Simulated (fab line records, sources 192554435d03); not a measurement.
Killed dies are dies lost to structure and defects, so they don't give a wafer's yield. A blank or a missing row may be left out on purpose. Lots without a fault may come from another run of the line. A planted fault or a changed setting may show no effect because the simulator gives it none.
Chamber matching | flow n5_finfet | N5_BEOL_M0_SAQP_PECVD_03 on pecvd-02: 3 sister chambers
The step deposits SiCN from 3MS/NH3, target thk 12 nm, time 21.1 s. 6 wafers are shown with their chamber, then 11 later ones without.

WAFERS WITH THEIR CHAMBER
wafer  | chamber | throttle_valve_pct (%) | showerhead_plenum_p_Torr (Torr)
L085.4 | 2       | 8.6                    | 3.656
L089.2 | 2       | 8.6                    | 3.647
L089.4 | 1       | 9.1                    | 3.667
L092.2 | 1       | 9.5                    | 3.675
L092.5 | 0       | 8.6                    | 3.656
L093.2 | 0       | 8.7                    | 3.664

WAFERS WITHOUT THEIR CHAMBER
wafer  | throttle_valve_pct (%) | showerhead_plenum_p_Torr (Torr)
L093.3 | 8.6                    | 3.648
L093.6 | 8.7                    | 3.666
L094.2 | 8.4                    | 3.668
L094.3 | 8.2                    | 3.652
L094.4 | 9.5                    | 3.671
L095.1 | 8.4                    | 3.660
L095.2 | 8.4                    | 3.650
L095.6 | 8.4                    | 3.649
L096.1 | 8.6                    | 3.656
L096.2 | 8.3                    | 3.654
L096.5 | 8.3                    | 3.641

WHICH CHAMBER EACH WENT THROUGH
wafer  | from the rows above     | in truth
L093.3 | can't be placed: 2 or 0 | 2
L093.6 | can't be placed: 0 or 2 | 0
L094.2 | can't be placed: 0 or 2 | 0
L094.3 | can't be placed: 2 or 0 | 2
L094.4 | 1                       | 1
L095.1 | can't be placed: 0 or 2 | 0
L095.2 | can't be placed: 2 or 0 | 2
L095.6 | can't be placed: 2 or 0 | 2
L096.1 | can't be placed: 0 or 2 | 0
L096.2 | can't be placed: 2 or 0 | 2
L096.5 | can't be placed: 2 or 0 | 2
Placed correctly: 1 of 11. Can't be placed from these rows: 10 (the true chamber is among the candidates in 10). Placed wrongly: 0.
How it was worked out, from the rows above alone: a wafer's distance from a chamber is the root of the sum, over the readings, of the square of ((its reading less the chamber's mean) divided by the reading's scatter). The wafer belongs to the nearest chamber; if the next one is less than 2 further off, it can't be placed. A chamber's mean is the mean of its shown wafers. The scatter: the root of (the sum of the squares of (reading less its chamber's mean) over the shown wafers, divided by (wafers less chambers)).
